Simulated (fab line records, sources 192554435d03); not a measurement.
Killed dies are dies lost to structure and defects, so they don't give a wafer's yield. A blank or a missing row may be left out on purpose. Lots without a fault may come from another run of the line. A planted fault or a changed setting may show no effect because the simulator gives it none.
Problem report in the 8D (eight disciplines) form, filled by code | flow n5_finfet | the parts of the form that need people (team, actions taken, sign-off) are left out

1. THE PROBLEM
M6_ILD_THK at N5_BEOL_M6_THK_MEAS_01 reads a mean of 144.5 nm on 1 wafer of 1 lot; wafers without a fault read 155.0 nm with a standard deviation of 2.1. That is -5.0 standard deviations from the usual mean.
First seen on wafer L224.1, day 12 17:16, on film_metro-01. The record holds 31 wafers of 12 lots with a number at this step. Rule for "out", or "out of limits": more than 4 standard deviations from the usual mean. The other wafers with a number count as sound.

2. WHAT IT IS AND WHAT IT IS NOT
question                    | is                | is not
which readings at this step | M6_ILD_THK        | -
which lots                  | L224              | L210, L212, L213, L215, L216, L217, L219, L221, L229, L230, L232
which wafers of those lots  | L224.1            | L224.2, L224.3
read on which gauges        | film_metro-01     | film_metro-02
when                        | from day 12 17:16 | up to then (23 sound wafers); but 7 sound wafers of L229, L230, L232 came after

3. SUSPECTS, AND WHAT RULES EACH OUT
Counting: a tool at a process step up to the reading stays a suspect if it ran every lot that is out. Sound lots after the first of them don't rule it out here, since some wafers of a struck lot are sound.
- the gauge at N5_BEOL_M6_THK_MEAS_01: kept. All the wafers that are out were read on film_metro-01, and no step on other tools shows them out.
- pvd_sputter-03 at N5_BEOL_M5_ANNEAL_82 (time 1800 s): kept. It ran the lot that is out, L224 (day 12 12:23); its last sound lot up to then is L216 (day 9 19:11).
- pvd_sputter-03 at N5_BEOL_M5_SPUTTER_83 (material Cu, target thk 15 nm, time 27.62 s): kept. It ran the lot that is out, L224 (day 12 13:24); its last sound lot up to then is L216 (day 9 20:11).
- pecvd-02 at N5_BEOL_M6_ILD_DEP_00 (deposits SiCOH lowk from DEMS/porogen, target thk 179.75 nm, time 33.4 s): kept. It ran the lot that is out, L224 (day 12 16:41); its last sound lot up to then is L217 (day 9 23:24).
- Within pecvd-02 at N5_BEOL_M6_ILD_DEP_00: the wafers that are out ran in chamber 2; their sound lot-mates ran in chambers 0, 1.
Left after counting: pvd_sputter-03 at N5_BEOL_M5_ANNEAL_82, pvd_sputter-03 at N5_BEOL_M5_SPUTTER_83, pecvd-02 at N5_BEOL_M6_ILD_DEP_00, film_metro-01 at N5_BEOL_M6_THK_MEAS_01.

4. THE CAUSE (what the simulator had put in)
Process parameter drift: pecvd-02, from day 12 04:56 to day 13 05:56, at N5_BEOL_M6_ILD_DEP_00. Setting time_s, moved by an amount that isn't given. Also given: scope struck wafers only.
Counting left 4 suspects, and this tool is among them.

5. THE CHAIN OF EFFECTS, in route order
Each row: a reading whose mean over the struck wafers that have a number lies more than 3 standard deviations from the usual. Only readings for which the record gives a usual standard deviation are gone through. hours: the time from each lot's start at the first step in this table that gives one to its start at this step, as a median over the lots. sigmas: the change in usual standard deviations.
hours | step                   | reading    | usual    | on struck wafers | change | sigmas
0     | N5_BEOL_M6_THK_MEAS_01 | M6_ILD_THK | 155.0 nm | 144.5            | -10.5  | -5.0

6. WHAT WOULD HAVE CAUGHT IT SOONER
In this record the first reading out of limits at a measuring or inspecting step was taken at day 12 17:16, 12 hours after the fault began at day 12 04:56.
Of the tool readings at N5_BEOL_M6_ILD_DEP_00 for which the record gives a usual standard deviation, none was out on any struck wafer, so an alarm limit of 4 standard deviations on them would not have fired.
All the lots that are out (1) had begun N5_BEOL_M6_ILD_DEP_00 on pecvd-02 by day 12 17:16. A hold on the tool at that time would have spared none of them.
